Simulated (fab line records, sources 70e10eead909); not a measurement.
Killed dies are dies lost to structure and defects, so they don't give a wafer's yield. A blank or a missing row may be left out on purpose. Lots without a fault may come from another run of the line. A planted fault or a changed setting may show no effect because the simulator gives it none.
A struck lot beside a sound one | flow nand_harc | 14 steps out of a route of 1302
Sound: wafers L854.1, L854.5, L854.6. Struck: wafer L861.1. (L861.4, L861.5 of the same lot were not struck and are left out.) The cause comes at the end.
At each step with rows: each side's tool, then ch and its chambers, then its first start. Under that, the readings that differ: sound wafers | struck wafers | difference of the means | sigmas: that difference in standard deviations of wafers without a fault.
alike: readings whose means differ by less than 2 such deviations, and words and numbers that are the same on both sides. not compared: withheld readings, readings that some wafer has no value for, bounds like >300 that may hide the same value, and numbers for which the record gives no deviation and whose values overlap.
The two part at a step that has a row with sigmas, a row that says differs or no value, or rows on one side only. Numbers that don't overlap but have no deviation are shown without sigmas and don't part them. A reading that every wafer of one side lacks parts them only if that side has two wafers or more.

NHARC_A_SLIT_ETCH_26: etches the open film in C4F8/O2/Ar, time 90 s, target depth 400 nm.
  sound on har_etch-02 ch 0,1, day 20 07:59; struck on har_etch-02 ch 1, day 23 09:50
  alike: c4f8_flow_sccm, drypump_motor_current_A, showerhead_plenum_p_Torr, throttle_valve_pct
  not compared: rf_hours_counter_h
then, 1 step without rows for these wafers: NHARC_A_SLIT_STRIP_28 (strips in O2/COS).
NHARC_A_SLIT_ETCH_29: etches the open film in CF4/O2, target depth 100 nm, overetch 10 nm, time 55 s.
  sound on rie_diel-08 ch 0,1, day 20 08:53; struck on rie_diel-03 ch 0, day 23 10:43
  reading                | sound                | struck | difference | sigmas
  throttle_valve_pct (%) | 13.389 13.397 13.396 | 13.412 | +0.018     | +2
  alike: cf4_flow_sccm, drypump_motor_current_A, oes_product_au, rf_vpp_V, showerhead_plenum_p_Torr
  not compared: rf_hours_counter_h
NHARC_A_SLIT_STRIP_18: strips in O2.
  sound on rie_diel-08 ch 0,1; struck on rie_diel-03 ch 2
  reading                | sound                | struck | difference | sigmas
  rf_vpp_V (V)           | 56.6 56.4 56.8       | 58.5   | +1.9       | +2
  throttle_valve_pct (%) | 17.015 17.049 17.024 | 17.051 | +0.022     | +2
  alike: drypump_motor_current_A, oes_product_au, showerhead_plenum_p_Torr
  not compared: rf_hours_counter_h
then, 2 steps without rows for these wafers: NHARC_A_SLIT_PRECLEAN_19 (cleans in SC1); NHARC_A_SLIT_SRD_20.
NHARC_A_SLIT_CD_MEAS_21:
  sound on cd_sem-02, day 20 09:24; struck on cd_sem-02, day 23 11:15
  alike: cd_nm
then, 3 steps without rows for these wafers: NHARC_A_SIN_REMOVE_WET_00 (chemistry H3PO4, time 15300 s); NHARC_A_SIN_REMOVE_PRECLEAN_01 (cleans in SC1); NHARC_A_SIN_REMOVE_SRD_02.
NHARC_A_SIN_REMOVE_INSPECT_04:
  sound on defect_inspect-01, day 20 15:59; struck on defect_inspect-02, day 23 16:30
  alike: raw_defect_count
NHARC_A_WL_FILL_ALD_00: deposits Al2O3, target thk 3 nm, pulse time 3 s, ald cycles 30.
  sound on ald_hk-02 ch 1,2, day 20 16:02; struck on ald_hk-01 ch 3, day 23 16:34
  reading                    | sound             | struck | difference | sigmas
  ald_cycles                 | 30 30 30          | 40     | +10        |
  precursor_pulse_height_rel | 1.015 0.995 0.987 | 0.960  | -0.039     | -2
  alike: heater_power_w
NHARC_A_WL_FILL_RTA_01: time 5 s.
  sound on rtp_anneal-02 ch 0, day 20 16:18; struck on rtp_anneal-01 ch 0, day 23 16:59
  alike: lamp_power_pct, wafer_temp_C_max
NHARC_END_SORT_01:
  the record has rows for the sound wafers here (prober-02 ch 0, day 24 21:33) and none for the struck ones

WHERE THEY PART
First at NHARC_A_SLIT_ETCH_29; last, within this record, at NHARC_END_SORT_01.

WHY: what the simulator had put in
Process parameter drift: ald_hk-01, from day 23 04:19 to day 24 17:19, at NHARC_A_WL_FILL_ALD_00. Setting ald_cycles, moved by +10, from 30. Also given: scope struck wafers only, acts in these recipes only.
